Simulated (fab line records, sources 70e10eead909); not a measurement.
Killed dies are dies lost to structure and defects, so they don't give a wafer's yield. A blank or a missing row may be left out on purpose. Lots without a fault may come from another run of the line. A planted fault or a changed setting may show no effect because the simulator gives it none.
Which tool did it? | flow nand_harc | 11 lots, 33 wafers sampled, at 5 steps of a route of 1302

WHAT THE GAUGES READ, wafer by wafer
NHARC_P_M2_INSPECT_27. Usual: raw_defect_count 318, standard deviation 110.
lot  | measured     | on                | raw_defect_count | flag
L667 | day 7 06:31  | defect_inspect-02 | 507 359 401      |
L672 | day 9 07:00  | defect_inspect-01 | 270 273 465      |
L673 | day 9 23:17  | defect_inspect-02 | 214 312 295      |
L675 | day 10 10:07 | defect_inspect-02 | 326 543 445      |
L676 | day 11 01:51 | defect_inspect-01 | 429 536 372      |
L677 | day 11 10:59 | defect_inspect-01 | 256 399 316      |
L678 | day 11 22:56 | defect_inspect-02 | 292 346 626      |
L684 | day 14 09:07 | defect_inspect-02 | 394 434 216      |
L685 | day 14 23:14 | defect_inspect-02 | 310 380 354      |
L687 | day 15 22:43 | defect_inspect-02 | 410 372 495      |
L688 | day 16 06:01 | defect_inspect-02 | 241 433 191      |

NHARC_END_SORT_01. Usual: defect_limited_yield 91.1 %, standard deviation 2.8; killed_at_array 56, standard deviation 19; killed_at_other 1.0, standard deviation 1.5; killed_at_periphery 3.4, standard deviation 2.4; killed_dies 60, standard deviation 19; killed_open 3.3, standard deviation 1.8; killed_short 2.4, standard deviation 1.7; sort_bin_2_pct 3.2 %, standard deviation 1.3; sort_bin_3_pct 0.7 %, standard deviation 0.39; sort_bin_4_pct 4.9 %, standard deviation 1.6; sort_n_pass 617, standard deviation 19; sort_rim_yield_pct 89 %, standard deviation 4.2; sort_yield_pct 91.1 %, standard deviation 2.8.
lot  | measured     | on        | defect_limited_yield (%) | killed_at_array | killed_at_other | killed_at_periphery | killed_dies | killed_open | killed_short | sort_bin_2_pct (%) | sort_bin_3_pct (%) | sort_bin_4_pct (%) | sort_n_pass | sort_rim_yield_pct (%) | sort_yield_pct (%) | flag
L673 | day 28 04:40 | prober-01 | 91.7 91.0 93.4           | 49 51 38        | 1 0 0           | 6 10 7              | 56 61 45    | 2 6 1       | 2 3 2        | 2.5 3.5 2.4        | 1.0 0.1 0.6        | 4.7 5.3 3.7        | 621 616 632 | 86 89 92               | 91.7 91.0 93.4     |
L677 | day 28 13:17 | prober-01 | 92.2 91.9 92.8           | 50 52 46        | 0 0 0           | 3 3 3               | 53 55 49    | 4 2 3       | 7 4 4        | 2.2 2.8 2.4        | 0.6 0.3 0.9        | 5.0 5.0 4.0        | 624 622 628 | 92 98 91               | 92.2 91.9 92.8     |
L678 | day 30 00:05 | prober-01 | 85.1 86.9 86.7           | 94 88 86        | 0 0 0           | 7 1 4               | 101 89 90   | 4 2 4       | 4 1 3        | 5.6 5.0 4.3        | 0.3 0.4 0.7        | 9.0 7.7 8.3        | 576 588 587 | 83 86 87               | 85.1 86.9 86.7     |
L684 | day 32 18:14 | prober-01 | 90.4 91.1 89.7           | 60 56 69        | 1 0 0           | 4 4 1               | 65 60 70    | 3 3 2       | 3 1 0        | 3.5 4.0 2.7        | 1.0 1.0 0.9        | 5.0 3.8 6.8        | 612 617 607 | 92 94 89               | 90.4 91.1 89.7     |
L687 | day 33 13:15 | prober-02 | 91.4 90.4 90.5           | 45 57 53        | 7 2 4           | 6 6 7               | 58 65 64    | 4 9 2       | 3 2 3        | 3.0 2.1 4.4        | 0.4 1.3 0.7        | 5.2 6.2 4.3        | 619 612 613 | 89 85 82               | 91.4 90.4 90.5     |
L688 | day 34 03:35 | prober-02 | 91.9 90.1 89.4           | 48 58 63        | 4 4 5           | 3 5 4               | 55 67 72    | 2 3 6       | 2 4 5        | 3.4 4.0 3.7        | 0.3 1.5 0.4        | 4.4 4.4 6.5        | 622 610 605 | 84 81 83               | 91.9 90.1 89.4     |

WHICH TOOL RAN EACH LOT (tool, then ch and the chambers of the sampled wafers, then the start)
lot  | NHARC_P_M1_CMP_23             | NHARC_P_M2_ETCH_35                 | NHARC_P_M2_ETCH_28
L667 | cmp-02 ch 1,2,3, day 7 01:57  | rie_diel-08 ch 0,1,2, day 7 04:02  | rie_diel-08 ch 0,1,2, day 7 04:34
L672 | cmp-04 ch 1,2,3, day 9 02:13  | rie_diel-13 ch 1,2, day 9 04:19    | rie_diel-09 ch 0,2,3, day 9 04:52
L673 | cmp-03 ch 1,2,3, day 9 18:41  | rie_diel-08 ch 2,3, day 9 20:49    | rie_diel-09 ch 1,2,3, day 9 21:20
L675 | cmp-02 ch 0,1, day 10 05:19   | rie_diel-09 ch 0,3, day 10 07:37   | rie_diel-13 ch 1,2,3, day 10 08:10
L676 | cmp-04 ch 2,3, day 10 21:22   | rie_diel-08 ch 1,2, day 10 23:20   | rie_diel-09 ch 0,3, day 10 23:52
L677 | cmp-04 ch 0,3, day 11 06:23   | rie_diel-09 ch 0,2,3, day 11 08:31 | rie_diel-13 ch 0,2,3, day 11 09:03
L678 | cmp-03 ch 0,2,3, day 11 18:20 | rie_diel-09 ch 0,1,2, day 11 20:27 | rie_diel-09 ch 1,2,3, day 11 20:59
L684 | cmp-04 ch 0,1,3, day 14 04:31 | rie_diel-13 ch 0,1,2, day 14 06:38 | rie_diel-09 ch 0,2,3, day 14 07:10
L685 | cmp-03 ch 0,1,2, day 14 18:38 | rie_diel-08 ch 1,2,3, day 14 20:43 | rie_diel-09 ch 1,2,3, day 14 21:16
L687 | cmp-02 ch 0,1,3, day 15 18:01 | rie_diel-08 ch 0,3, day 15 20:06   | rie_diel-08 ch 0,1,3, day 15 20:38
L688 | cmp-04 ch 2,3, day 16 01:23   | rie_diel-08 ch 1,2, day 16 03:32   | rie_diel-08 ch 0,1,3, day 16 04:04
- NHARC_P_M1_CMP_23: polishes, t overpolish 20 s, target thk 157.82 nm.
- NHARC_P_M2_ETCH_35: etches the open film in N2/H2, target depth 40 nm, overetch 12 nm, time 43.94 s.
- NHARC_P_M2_ETCH_28: etches the open film in CF4/N2, target depth 30 nm, time 72.99 s.

WHAT THE TOOLS THEMSELVES READ (means of the sampled wafers that have a number; where no wafer has one, the mark that the record gives instead)
NHARC_P_M1_CMP_23. Usual: motor_current_A 11.8 A, standard deviation 0.79; retaining_ring_pressure_frac 1.000, standard deviation 0.0054; slurry_flow_ml_min 150.0, standard deviation 0.44; time_to_endpoint_s 28.5 s, standard deviation 1.7.
lot  | tool   | motor_current_A (A) | retaining_ring_pressure_frac | slurry_flow_ml_min | time_to_endpoint_s (s) | flag
L667 | cmp-02 | 11.3                | 0.998                        | 149.9              | 29.0                   |
L672 | cmp-04 | 11.7                | 0.997                        | 149.8              | 29.5                   |
L673 | cmp-03 | 11.7                | 0.996                        | 149.5              | 26.9                   |
L675 | cmp-02 | 11.8                | 0.993                        | 150.0              | 25.7                   |
L676 | cmp-04 | 11.9                | 0.997                        | 150.1              | 30.6                   |
L677 | cmp-04 | 11.7                | 0.996                        | 150.0              | 27.2                   |
L678 | cmp-03 | 12.3                | 0.998                        | 150.2              | 27.6                   |
L684 | cmp-04 | 11.8                | 1.004                        | 149.9              | 30.1                   |
L685 | cmp-03 | 11.9                | 0.998                        | 149.7              | 28.3                   |
L687 | cmp-02 | 11.6                | 0.998                        | 150.1              | 29.7                   |
L688 | cmp-04 | 11.8                | 0.998                        | 150.4              | 30.4                   |

NHARC_P_M2_ETCH_35. Usual: drypump_motor_current_A 5.8 A, standard deviation 0.4; oes_product_au 1.004 a.u., standard deviation 0.0076; rf_vpp_V 430.9 V, standard deviation 2.7; run_length_s 65.1 s, standard deviation 0.39; showerhead_plenum_p_Torr 2.05 Torr, standard deviation 0.094; throttle_valve_pct 14.171 %, standard deviation 0.0094.
lot  | tool        | drypump_motor_current_A (A) | oes_product_au (a.u.) | rf_vpp_V (V) | run_length_s (s) | showerhead_plenum_p_Torr (Torr) | throttle_valve_pct (%) | flag
L667 | rie_diel-08 | 5.5                         | 0.999                 | 429.5        | 65.2             | 2.00                            | 14.179                 |
L672 | rie_diel-13 | 6.0                         | 1.005                 | 431.2        | 64.8             | 2.05                            | 14.169                 |
L673 | rie_diel-08 | 6.0                         | 1.006                 | 434.3        | 65.4             | 2.14                            | 14.175                 |
L675 | rie_diel-09 | 6.2                         | 1.010                 | 433.4        | 64.7             | 2.13                            | 14.182                 |
L676 | rie_diel-08 | 5.4                         | 1.006                 | 430.0        | 65.3             | 2.04                            | 14.179                 |
L677 | rie_diel-09 | 5.9                         | 1.005                 | 431.4        | 64.7             | 2.07                            | 14.166                 |
L678 | rie_diel-09 | 5.9                         | 1.001                 | 430.3        | 64.7             | 2.04                            | 14.174                 |
L684 | rie_diel-13 | 6.1                         | 1.007                 | 431.2        | 65.1             | 2.06                            | 14.176                 |
L685 | rie_diel-08 | 5.7                         | 0.994                 | 431.5        | 65.4             | 2.08                            | 14.170                 |
L687 | rie_diel-08 | 5.9                         | 1.000                 | 429.7        | 64.8             | 2.02                            | 14.161                 |
L688 | rie_diel-08 | 5.4                         | 1.000                 | 430.2        | 65.5             | 2.01                            | 14.169                 |

NHARC_P_M2_ETCH_28. Usual: drypump_motor_current_A 5.9 A, standard deviation 0.36; oes_product_au 1.004 a.u., standard deviation 0.0085; rf_vpp_V 314.6 V, standard deviation 2.1; run_length_s 94.1 s, standard deviation 0.4; showerhead_plenum_p_Torr 2.66 Torr, standard deviation 0.11; throttle_valve_pct 19.794 %, standard deviation 0.0094.
lot  | tool        | drypump_motor_current_A (A) | oes_product_au (a.u.) | rf_vpp_V (V) | run_length_s (s) | showerhead_plenum_p_Torr (Torr) | throttle_valve_pct (%) | flag
L667 | rie_diel-08 | 5.5                         | 0.999                 | 313.8        | 94.2             | 2.58                            | 19.800                 |
L672 | rie_diel-09 | 5.9                         | 0.999                 | 314.7        | 94.1             | 2.67                            | 19.788                 |
L673 | rie_diel-09 | 5.9                         | 1.004                 | 313.1        | 93.9             | 2.60                            | 19.789                 |
L675 | rie_diel-13 | 6.1                         | 1.008                 | 314.4        | 94.0             | 2.68                            | 19.794                 |
L676 | rie_diel-09 | 6.1                         | 1.013                 | 315.7        | 93.9             | 2.73                            | 19.798                 |
L677 | rie_diel-13 | 6.1                         | 1.007                 | 315.8        | 94.1             | 2.73                            | 19.799                 |
L678 | rie_diel-09 | 5.9                         | 1.010                 | 313.7        | 93.9             | 2.60                            | 19.802                 |
L684 | rie_diel-09 | 5.9                         | 1.006                 | 314.5        | 82.2             | 2.66                            | 19.797                 | OFF
L685 | rie_diel-09 | 5.8                         | 1.008                 | 313.6        | 88.2             | 2.59                            | 19.798                 | OFF
L687 | rie_diel-08 | 5.8                         | 1.004                 | 314.1        | 94.2             | 2.62                            | 19.796                 |
L688 | rie_diel-08 | 5.8                         | 0.994                 | 314.0        | 94.4             | 2.62                            | 19.781                 |

THE ANSWER, worked out from the rows above alone
Rule: a lot is off if the mean of its wafers that have a number lies more than 3 standard deviations from the usual mean. A lot without any number at a reading at which 4 lots or more have one is off too. The other lots that the step has rows for count as sound. The gauges are gone through in route order, then the tools' own readings, and for those a lot's mean is taken as printed above. The first step at which some lot is off is used, and at that step the reading that is off furthest; a lot without a number counts as furthest.
Off: L684, L685, at NHARC_P_M2_ETCH_28 (run_length_s).
A tool fits if, at that step or a process step before it, it ran every lot that is off, and no sound lot after the first of them. One fits: rie_diel-09 at NHARC_P_M2_ETCH_28. Its last sound lot is L678 (day 11 20:59), its first lot that is off L684 (day 14 07:10): a fault that began between those two fits.
The tool's own readings at NHARC_P_M2_ETCH_28 bear it out: on the lots that are off they differ by more than 5 times the standard deviation of the sound lots' means. run_length_s reads 85.2 s there against 94.1 s on the sound lots.

WHAT THE SIMULATOR HAD PUT IN
Process parameter drift: rie_diel-09, from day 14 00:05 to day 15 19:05, at NHARC_P_M2_ETCH_28. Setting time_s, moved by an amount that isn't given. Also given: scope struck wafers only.
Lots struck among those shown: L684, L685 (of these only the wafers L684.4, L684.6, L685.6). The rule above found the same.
